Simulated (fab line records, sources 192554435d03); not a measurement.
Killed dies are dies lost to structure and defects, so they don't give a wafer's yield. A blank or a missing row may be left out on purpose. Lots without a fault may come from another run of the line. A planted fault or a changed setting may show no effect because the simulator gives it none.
Problem report in the 8D (eight disciplines) form, filled by code | flow n5_finfet | the parts of the form that need people (team, actions taken, sign-off) are left out

1. THE PROBLEM
M15_THK at N5_BEOL_M15_THK_MEAS_50 reads a mean of 639 nm on 1 wafer of 1 lot; wafers without a fault read 858 nm with a standard deviation of 11. That is -20 standard deviations from the usual mean.
The step: measures by xrf.
First seen on wafer L513.1, day 18 12:37, on film_metro-02. The record holds 23 wafers of 8 lots with a number at this step. Rule for "out", or "out of limits": more than 4 standard deviations from the usual mean. The other wafers with a number count as sound.

2. WHAT IT IS AND WHAT IT IS NOT
question                    | is                | is not
which readings at this step | M15_THK           | -
which lots                  | L513              | L494, L497, L499, L501, L502, L506, L508
which wafers of those lots  | L513.1            | L513.4
read on which gauges        | film_metro-02     | film_metro-01
when                        | from day 18 12:37 | up to then (22 sound wafers)

3. SUSPECTS, AND WHAT RULES EACH OUT
Counting: a tool at a process step up to the reading stays a suspect if it ran every lot that is out. Sound lots after the first of them don't rule it out here, since some wafers of a struck lot are sound.
- the gauge at N5_BEOL_M15_THK_MEAS_50: kept. All the wafers that are out were read on film_metro-02, and no step on other tools shows them out.
- rie_diel-03 at N5_BEOL_M15_TRENCH_ETCH_34 (etches SiO2 in C4F8/O2/Ar, target depth 872.93 nm, time 199 s): kept. It ran the lot that is out, L513 (day 18 06:55); its last sound lot up to then is L508 (day 16 17:05).
- pvd_sputter-01 at N5_BEOL_M15_DEGAS_41 (time 60 s): kept. It ran the lot that is out, L513 (day 18 11:25); its last sound lot up to then is L502 (day 15 06:55).
- Within rie_diel-03 at N5_BEOL_M15_TRENCH_ETCH_34: the wafers that are out ran in chamber 1; their sound lot-mates ran in chamber 0.
Left after counting: rie_diel-03 at N5_BEOL_M15_TRENCH_ETCH_34, pvd_sputter-01 at N5_BEOL_M15_DEGAS_41, film_metro-02 at N5_BEOL_M15_THK_MEAS_50.

4. THE CAUSE (what the simulator had put in)
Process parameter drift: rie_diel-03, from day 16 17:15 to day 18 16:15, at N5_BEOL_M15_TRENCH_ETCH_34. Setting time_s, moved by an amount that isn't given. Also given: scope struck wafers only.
Counting left 3 suspects, and this tool is among them.

5. THE CHAIN OF EFFECTS, in route order
Each row: a reading whose mean over the struck wafers that have a number lies more than 3 standard deviations from the usual. Only readings for which the record gives a usual standard deviation are gone through. hours: the time from each lot's start at the first step in this table that gives one to its start at this step, as a median over the lots. sigmas: the change in usual standard deviations.
hours | step                    | reading | usual          | on struck wafers | change   | sigmas
0     | N5_BEOL_M15_THK_MEAS_50 | M15_THK | 858 nm         | 639              | -219     | -20
0     | N5_BEOL_M15_RS_MEAS_54  | M15_RS  | 0.02162 ohm/sq | 0.02925          | +0.00763 | +29
Later measuring or inspecting steps at which every struck wafer that the step has a row for has a number for every such reading, and none has moved that far: N5_BEOL_M15_RC_MEAS_101.

6. WHAT WOULD HAVE CAUGHT IT SOONER
In this record the first reading out of limits at a measuring or inspecting step was taken at day 18 12:37, 43 hours after the fault began at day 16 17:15.
Of the tool readings at N5_BEOL_M15_TRENCH_ETCH_34 for which the record gives a usual standard deviation, none was out on any struck wafer, so an alarm limit of 4 standard deviations on them would not have fired.
All the lots that are out (1) had begun N5_BEOL_M15_TRENCH_ETCH_34 on rie_diel-03 by day 18 12:37. A hold on the tool at that time would have spared none of them.
